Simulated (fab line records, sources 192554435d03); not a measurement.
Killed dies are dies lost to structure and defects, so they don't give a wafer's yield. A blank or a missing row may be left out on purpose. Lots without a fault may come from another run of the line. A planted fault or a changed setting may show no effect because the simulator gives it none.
Which tool did it? | flow n5_finfet | 9 lots, 27 wafers sampled, at 6 steps of a route of 1938

WHAT THE GAUGES READ, wafer by wafer
N5_ZERO_LAYER_CD_MEAS_11: target cd 2000 nm. Usual: cd_nm 2000.3 nm, standard deviation 1.5.
lot  | measured    | on        | cd_nm (nm)           | flag
L539 | day 2 18:40 | cd_sem-01 | 2023.3 1999.9 2000.6 | OFF
L542 | day 3 12:47 | cd_sem-01 | 2020.9 1999.3 1999.5 | OFF
L551 | day 5 18:40 | cd_sem-02 | 2001.9 1999.7 1999.8 |
L552 | day 6 00:46 | cd_sem-01 | 1999.2 2001.3 2000.2 |
L553 | day 6 06:49 | cd_sem-01 | 2002.4 1999.7 2001.2 |
L554 | day 6 12:46 | cd_sem-02 | 2002.4 2002.6 2002.4 |
L555 | day 6 18:46 | cd_sem-03 | 2002.8 2001.6 2002.9 |
L556 | day 7 00:47 | cd_sem-03 | 2000.6 2000.4 1999.9 |
L557 | day 7 06:46 | cd_sem-02 | 2001.3 2001.2 2001.3 |

N5_BEOL_M4_RC_MEAS_101. Usual: DIBL_N 36.3 mV/V, standard deviation 1; DIBL_P 36.2 mV/V, standard deviation 1.4; IOFF_N 0.157 nA/um, standard deviation 0.021; IOFF_P 0.206 nA/um, standard deviation 0.025; ION_N 673 uA/um, standard deviation 9; ION_P 461 uA/um, standard deviation 6.4; SS_N 71.5 mV/dec, standard deviation 0.5; SS_P 73.2 mV/dec, standard deviation 0.47; VT_N 249.9 mV, standard deviation 2.4; VT_P -250.6 mV, standard deviation 2.9.
lot  | measured     | on        | DIBL_N (mV/V)  | DIBL_P (mV/V)  | IOFF_N (nA/um)    | IOFF_P (nA/um)    | ION_N (uA/um) | ION_P (uA/um) | SS_N (mV/dec)  | SS_P (mV/dec)  | VT_N (mV)         | VT_P (mV)            | flag
L539 | day 9 07:38  | prober-02 | 36.7 35.1 35.3 | 37.4 36.1 36.2 | 0.170 0.145 0.144 | 0.224 0.196 0.196 | 669 665 661   | 464 456 458   | 72.4 71.5 70.9 | 73.5 73.2 73.4 | 247.3 251.9 251.8 | -249.1 -252.0 -252.4 |
L542 | day 9 14:26  | prober-02 | 36.2 36.6 36.2 | 35.7 35.6 35.8 | 0.148 0.154 0.151 | 0.186 0.178 0.182 | 673 675 677   | 457 456 467   | 71.8 71.9 71.1 | 73.9 72.4 73.3 | 250.7 248.6 250.7 | -252.1 -251.9 -252.5 |
L551 | day 12 04:47 | prober-02 | 35.6 36.8 36.5 | 35.9 37.1 37.8 | 0.151 0.173 0.172 | 0.179 0.206 0.214 | 665 666 678   | 455 455 463   | 70.6 71.6 71.6 | 73.3 72.8 73.4 | 248.0 250.0 248.5 | -254.9 -251.5 -252.5 |
L552 | day 12 07:06 | prober-01 | 37.3 37.6 36.7 | 38.0 38.4 36.6 | 0.173 0.181 0.157 | 0.249 0.255 0.226 | 690 685 674   | 471 480 466   | 72.1 72.4 72.5 | 73.8 73.7 72.7 | 249.4 245.4 247.9 | -244.6 -244.6 -248.5 |
L553 | day 12 17:07 | prober-02 | 37.5 35.4 35.9 | 35.7 34.3 34.6 | 0.148 0.120 0.132 | 0.179 0.157 0.162 | 665 667 660   | 448 455 455   | 71.8 70.2 72.1 | 73.4 72.9 72.3 | 251.7 252.6 252.5 | -255.2 -255.0 -255.7 |
L554 | day 12 23:17 | prober-01 | 35.8 34.6 35.3 | 36.5 35.0 35.7 | 0.162 0.136 0.152 | 0.227 0.198 0.210 | 680 670 677   | 469 467 468   | 71.4 71.5 71.4 | 74.0 72.7 73.7 | 245.4 251.9 251.6 | -247.4 -251.0 -245.4 |
L555 | day 13 01:10 | prober-01 | 35.8 36.5 35.6 | 34.6 34.8 34.3 | 0.141 0.147 0.142 | 0.206 0.210 0.208 | 679 665 681   | 470 463 472   | 71.0 71.5 71.0 | 73.2 72.5 72.6 | 250.3 248.9 250.8 | -247.9 -246.2 -247.9 |
L556 | day 13 13:49 | prober-02 | 37.8 35.6 33.4 | 38.4 35.6 32.3 | 0.180 0.145 0.106 | 0.230 0.187 0.148 | 674 664 663   | 462 457 455   | 71.7 72.1 70.7 | 74.2 72.9 72.3 | 248.4 251.5 255.4 | -251.4 -251.2 -255.0 |
L557 | day 13 18:34 | prober-02 | 36.6 37.6 36.7 | 39.0 40.5 38.5 | 0.183 0.208 0.187 | 0.210 0.230 0.207 | 688 697 686   | 469 462 462   | 71.7 71.7 72.0 | 73.4 73.7 73.4 | 246.7 247.3 246.2 | -247.7 -248.8 -249.5 |

WHICH TOOL RAN EACH LOT (tool, then ch and the chambers of the sampled wafers, then the start)
lot  | N5_ZERO_LAYER_EXPOSE_08          | N5_ZERO_LAYER_STRIP_24              | N5_WELL_APT_RTA_34              | N5_PMOS_HMC_CHANNEL_EPI_DESCUM_14
L539 | krf_scanner-02 ch 0, day 2 18:29 | plasma_asher-01 ch 0,1, day 2 18:55 | rtp_anneal-01 ch 0, day 2 21:38 | rie_diel-03 ch 1,3, day 2 23:55
L542 | krf_scanner-02 ch 0, day 3 12:37 | plasma_asher-01 ch 0,1, day 3 13:02 | rtp_anneal-01 ch 0, day 3 15:55 | rie_diel-03 ch 0,3, day 3 17:32
L551 | krf_scanner-02 ch 0, day 5 18:30 | plasma_asher-01 ch 0,1, day 5 18:56 | rtp_anneal-02 ch 0, day 5 21:58 | rie_diel-03 ch 0,2,3, day 5 23:14
L552 | krf_scanner-01 ch 0, day 6 00:35 | plasma_asher-01 ch 1, day 6 01:01   | rtp_anneal-01 ch 0, day 6 04:34 | rie_diel-01 ch 0,3, day 6 05:50
L553 | krf_scanner-02 ch 0, day 6 06:38 | plasma_asher-02 ch 0,1, day 6 07:05 | rtp_anneal-02 ch 0, day 6 10:10 | rie_diel-01 ch 0,1,3, day 6 11:51
L554 | krf_scanner-01 ch 0, day 6 12:36 | plasma_asher-02 ch 0,1, day 6 13:01 | rtp_anneal-02 ch 0, day 6 15:44 | rie_diel-05 ch 0,2,3, day 6 17:07
L555 | krf_scanner-02 ch 0, day 6 18:35 | plasma_asher-01 ch 0,1, day 6 19:01 | rtp_anneal-02 ch 0, day 6 21:46 | rie_diel-01 ch 0,1,2, day 6 23:43
L556 | krf_scanner-01 ch 0, day 7 00:37 | plasma_asher-01 ch 0,1, day 7 01:02 | rtp_anneal-01 ch 0, day 7 03:59 | rie_diel-05 ch 0,3, day 7 05:16
L557 | krf_scanner-02 ch 0, day 7 06:35 | plasma_asher-01 ch 1, day 7 07:01   | rtp_anneal-02 ch 0, day 7 09:41 | rie_diel-03 ch 1,2,3, day 7 11:07
- N5_ZERO_LAYER_EXPOSE_08: exposes mask ZERO, defocus 0 nm, target cd 2000 nm.
- N5_ZERO_LAYER_STRIP_24: strips in O2.
- N5_WELL_APT_RTA_34: time 10 s.
- N5_PMOS_HMC_CHANNEL_EPI_DESCUM_14: chemistry O2, time 7.9 s.

WHAT THE TOOLS THEMSELVES READ (means of the sampled wafers that have a number; where no wafer has one, the mark that the record gives instead)
N5_ZERO_LAYER_STRIP_24. Usual: drypump_motor_current_A 5.8 A, standard deviation 0.68; heater_power_w 333 W, standard deviation 13; oes_product_au 0.646 a.u., standard deviation 0.0044; strip_time_to_endpoint_s 43.86 s, standard deviation 0.08.
lot  | tool            | drypump_motor_current_A (A) | heater_power_w (W) | oes_product_au (a.u.) | strip_time_to_endpoint_s (s) | flag
L539 | plasma_asher-01 | 6.2                         | 342                | 0.649                 | 43.75                        |
L542 | plasma_asher-01 | 6.2                         | 341                | 0.643                 | 43.89                        |
L551 | plasma_asher-01 | 5.7                         | 341                | 0.650                 | 43.97                        |
L552 | plasma_asher-01 | 5.3                         | 336                | 0.644                 | 43.85                        |
L553 | plasma_asher-02 | 5.0                         | 326                | 0.649                 | 43.87                        |
L554 | plasma_asher-02 | 5.0                         | 325                | 0.649                 | 43.97                        |
L555 | plasma_asher-01 | 5.7                         | 334                | 0.647                 | 43.81                        |
L556 | plasma_asher-01 | 6.2                         | 336                | 0.648                 | 43.93                        |
L557 | plasma_asher-01 | 5.3                         | 337                | 0.649                 | 43.91                        |

N5_WELL_APT_RTA_34. Usual: lamp_power_pct 13.00 %, standard deviation 0.056; lamp_zone_2_pct 13.00 %, standard deviation 0.032; wafer_temp_C_max 1003.5, standard deviation 1.1.
lot  | tool          | lamp_power_pct (%) | lamp_zone_2_pct (%) | wafer_temp_C_max | flag
L539 | rtp_anneal-01 | 13.01              | 13.00               | 1002.3           |
L542 | rtp_anneal-01 | 12.97              | 12.97               | 1003.2           |
L551 | rtp_anneal-02 | 12.93              | 13.00               | 1003.9           |
L552 | rtp_anneal-01 | 13.00              | 12.98               | 1004.7           |
L553 | rtp_anneal-02 | 13.01              | 13.00               | 1003.3           |
L554 | rtp_anneal-02 | 13.01              | 13.00               | 1003.2           |
L555 | rtp_anneal-02 | 13.01              | 13.00               | 1004.4           |
L556 | rtp_anneal-01 | 13.02              | 13.00               | 1002.8           |
L557 | rtp_anneal-02 | 12.97              | 13.01               | 1002.9           |

N5_PMOS_HMC_CHANNEL_EPI_DESCUM_14. Usual: drypump_motor_current_A 5.6 A, standard deviation 0.59; oes_product_au 0.76 a.u., standard deviation 0.079; rf_vpp_V 243.4 V, standard deviation 1.6; showerhead_plenum_p_Torr 2.11 Torr, standard deviation 0.088; throttle_valve_pct 20.41 %, standard deviation 0.19.
lot  | tool        | drypump_motor_current_A (A) | oes_product_au (a.u.) | rf_vpp_V (V) | showerhead_plenum_p_Torr (Torr) | throttle_valve_pct (%) | flag
L539 | rie_diel-03 | 5.4                         | 0.79                  | 242.7        | 2.11                            | 20.22                  |
L542 | rie_diel-03 | 5.3                         | 0.76                  | 242.6        | 2.10                            | 20.28                  |
L551 | rie_diel-03 | 5.3                         | 0.76                  | 243.3        | 2.10                            | 20.30                  |
L552 | rie_diel-01 | 5.3                         | 0.68                  | 243.2        | 2.15                            | 20.42                  |
L553 | rie_diel-01 | 5.6                         | 0.78                  | 244.3        | 2.18                            | 20.38                  |
L554 | rie_diel-05 | 5.9                         | 0.81                  | 242.0        | 2.02                            | 20.37                  |
L555 | rie_diel-01 | 6.1                         | 0.79                  | 245.3        | 2.18                            | 20.50                  |
L556 | rie_diel-05 | 5.4                         | 0.85                  | 243.0        | 2.03                            | 20.22                  |
L557 | rie_diel-03 | 5.3                         | 0.76                  | 243.7        | 2.10                            | 20.27                  |

THE ANSWER, worked out from the rows above alone
Rule: a lot is off if the mean of its wafers that have a number lies more than 3 standard deviations from the usual mean. A lot without any number at a reading at which 4 lots or more have one is off too. The other lots that the step has rows for count as sound. The gauges are gone through in route order, then the tools' own readings, and for those a lot's mean is taken as printed above. The first step at which some lot is off is used, and at that step the reading that is off furthest; a lot without a number counts as furthest.
Off: L539, L542, at N5_ZERO_LAYER_CD_MEAS_11 (cd_nm).
A tool fits if, at a process step before that reading, it ran every lot that is off, and no sound lot after the first of them. The gauges at N5_ZERO_LAYER_CD_MEAS_11 are tried like those tools. None of those tried fits.

WHAT THE SIMULATOR HAD PUT IN
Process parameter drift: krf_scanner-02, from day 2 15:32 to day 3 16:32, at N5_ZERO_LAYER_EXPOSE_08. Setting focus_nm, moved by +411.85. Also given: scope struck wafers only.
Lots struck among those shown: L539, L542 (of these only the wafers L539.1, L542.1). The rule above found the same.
